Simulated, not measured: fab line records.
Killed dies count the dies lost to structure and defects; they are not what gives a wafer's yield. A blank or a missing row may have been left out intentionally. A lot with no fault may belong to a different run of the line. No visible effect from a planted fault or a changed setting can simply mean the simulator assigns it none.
Matching of chambers | flow nandHarc | NHARC_P_GATE_DESCUM_31 on rieDiel-03 has 4 sister chambers
The step chemistry O2, time 3 s. 16 wafers are shown with their chamber, then 8 later ones without.

== WAFERS WITH THEIR CHAMBER ==
wafer  | chamber | drypumpMotorCurrentA (A) | showerheadPlenumPTorr (Torr) | oesProductAu (a.u.)
L076.2 | 0       | 5.0                      | 1.91                         | 1.015
L076.5 | 1       | 6.1                      | 1.90                         | 0.982
L076.6 | 2       | 5.7                      | 1.83                         | 1.012
L079.1 | 0       | 5.0                      | 1.91                         | 1.031
L079.2 | 2       | 5.7                      | 1.83                         | 1.007
L079.6 | 3       | 4.8                      | 1.87                         | 0.974
L082.1 | 0       | 5.0                      | 1.90                         | 1.017
L082.2 | 3       | 4.8                      | 1.87                         | 0.986
L082.4 | 2       | 5.7                      | 1.83                         | 1.001
L087.2 | 1       | 6.1                      | 1.90                         | 0.979
L087.4 | 0       | 5.1                      | 1.90                         | 1.026
L087.6 | 2       | 5.7                      | 1.83                         | 0.998
L091.3 | 3       | 4.8                      | 1.87                         | 0.980
L091.5 | 3       | 4.8                      | 1.87                         | 0.981
L091.6 | 2       | 5.7                      | 1.83                         | 1.000
L095.2 | 0       | 5.0                      | 1.90                         | 0.991

SIGNATURES, as means of the wafers listed above
reading               | chamber 0 | chamber 1 | chamber 2 | chamber 3 | scatter within a chamber
drypumpMotorCurrentA  | 5.020     | 6.100     | 5.700     | 4.800     | 0.0258
showerheadPlenumPTorr | 1.9040    | 1.9000    | 1.8300    | 1.8700    | 0.00316
oesProductAu          | 1.01600   | 0.98050   | 1.00360   | 0.98025   | 0.00984
Rule: for a wafer and a chamber, the distance is found by dividing, reading by reading, the gap between the wafer's reading and the chamber's mean by the reading's scatter, squaring, summing and taking the root. If the next closest chamber is less than 2 further off than the closest, the wafer can't be placed; otherwise it belongs to the closest. The scatter: take each reading less its chamber's mean, square it, sum over the shown wafers, divide by the number of wafers less the number of chambers, and take the root.

== WAFERS WITH NO CHAMBER GIVEN ==
wafer  | drypumpMotorCurrentA (A) | showerheadPlenumPTorr (Torr) | oesProductAu (a.u.)
L095.3 | 4.8                      | 1.87                         | 0.988
L095.6 | 4.8                      | 1.87                         | 0.992
L096.1 | 5.0                      | 1.90                         | 0.989
L096.3 | 4.8                      | 1.87                         | 0.989
L096.6 | 5.1                      | 1.90                         | 0.982
L097.2 | 5.0                      | 1.90                         | 1.006
L097.5 | 6.1                      | 1.89                         | 0.978
L097.6 | 5.1                      | 1.90                         | 1.008

== WHICH CHAMBER EACH WENT THROUGH ==
wafer  | from the rows above | in truth
L095.3 | 3                   | 3
L095.6 | 3                   | 3
L096.1 | 0                   | 0
L096.3 | 3                   | 3
L096.6 | 0                   | 0
L097.2 | 0                   | 0
L097.5 | 1                   | 1
L097.6 | 0                   | 0
Placed correctly: 8 of 8. Not placeable from these rows: 0. Number placed wrongly: 0.
